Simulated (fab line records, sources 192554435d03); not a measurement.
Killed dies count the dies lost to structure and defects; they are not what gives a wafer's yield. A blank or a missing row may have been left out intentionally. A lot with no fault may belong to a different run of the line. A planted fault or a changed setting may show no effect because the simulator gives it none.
Chamber matching | flow n5-finfet | 3 sister chambers for N5_BEOL_M0_CO_CAP_123 on cvd-co-02
The step material Co, precursor CCTBA/H2, target thk 2 nm, time 102.1 s. 36 wafers are shown with their chamber, then 12 later ones without.

== WAFERS, EACH WITH ITS CHAMBER ==
wafer  | chamber | heater-power-w (W)
L075.4 | 0       | 235
L075.5 | 2       | 194
L075.6 | 1       | 308
L076.2 | 1       | 310
L076.3 | 0       | 238
L076.4 | 0       | 230
L077.1 | 0       | 233
L077.2 | 1       | 301
L077.4 | 1       | 301
L078.1 | 0       | 229
L078.4 | 2       | 195
L078.6 | 1       | 310
L079.1 | 1       | 302
L079.3 | 2       | 199
L079.6 | 0       | 235
L081.2 | 0       | 232
L081.3 | 2       | 201
L081.5 | 2       | 197
L082.3 | 1       | 304
L082.4 | 1       | 307
L082.5 | 2       | 198
L083.2 | 1       | 302
L083.5 | 1       | 297
L083.6 | 2       | 197
L084.2 | 2       | 196
L084.3 | 0       | 240
L084.6 | 2       | 196
L085.2 | 1       | 305
L085.5 | 0       | 235
L085.6 | 2       | 203
L087.1 | 1       | 309
L087.5 | 0       | 235
L087.6 | 1       | 310
L088.1 | 2       | 201
L088.3 | 0       | 234
L088.4 | 1       | 301

SIGNATURES (means of the wafers above)
reading        | chamber 0 | chamber 1 | chamber 2 | scatter within a chamber
heater-power-w | 234.18    | 304.79    | 197.91    | 3.55
Rule: a wafer lies at a distance from a chamber equal to the root of the sum of squares, over the readings, of (its reading less the chamber's mean, divided by the reading's scatter). The wafer belongs to the nearest chamber; if the next one is less than 2 further off, it can't be placed. How the scatter is found: for the shown wafers, subtract from each reading the mean of its chamber, square and add these, divide the total by (wafers less chambers), then take the root.

== WAFERS WHOSE CHAMBER IS MISSING ==
wafer  | heater-power-w (W)
L089.1 | 232
L089.4 | 238
L089.5 | 202
L091.2 | 203
L091.3 | 302
L091.6 | 234
L092.1 | 300
L092.2 | 240
L092.3 | 201
L096.2 | 303
L096.4 | 308
L096.6 | 203

== WHICH CHAMBER EACH ONE RAN IN ==
wafer  | from the rows above | in truth
L089.1 | 0                   | 0
L089.4 | 0                   | 0
L089.5 | 2                   | 2
L091.2 | 2                   | 2
L091.3 | 1                   | 1
L091.6 | 0                   | 0
L092.1 | 1                   | 1
L092.2 | 0                   | 0
L092.3 | 2                   | 2
L096.2 | 1                   | 1
L096.4 | 1                   | 1
L096.6 | 2                   | 2
Placed correctly: 12 of 12. Left unplaced by these rows: 0. 0 placed wrongly.
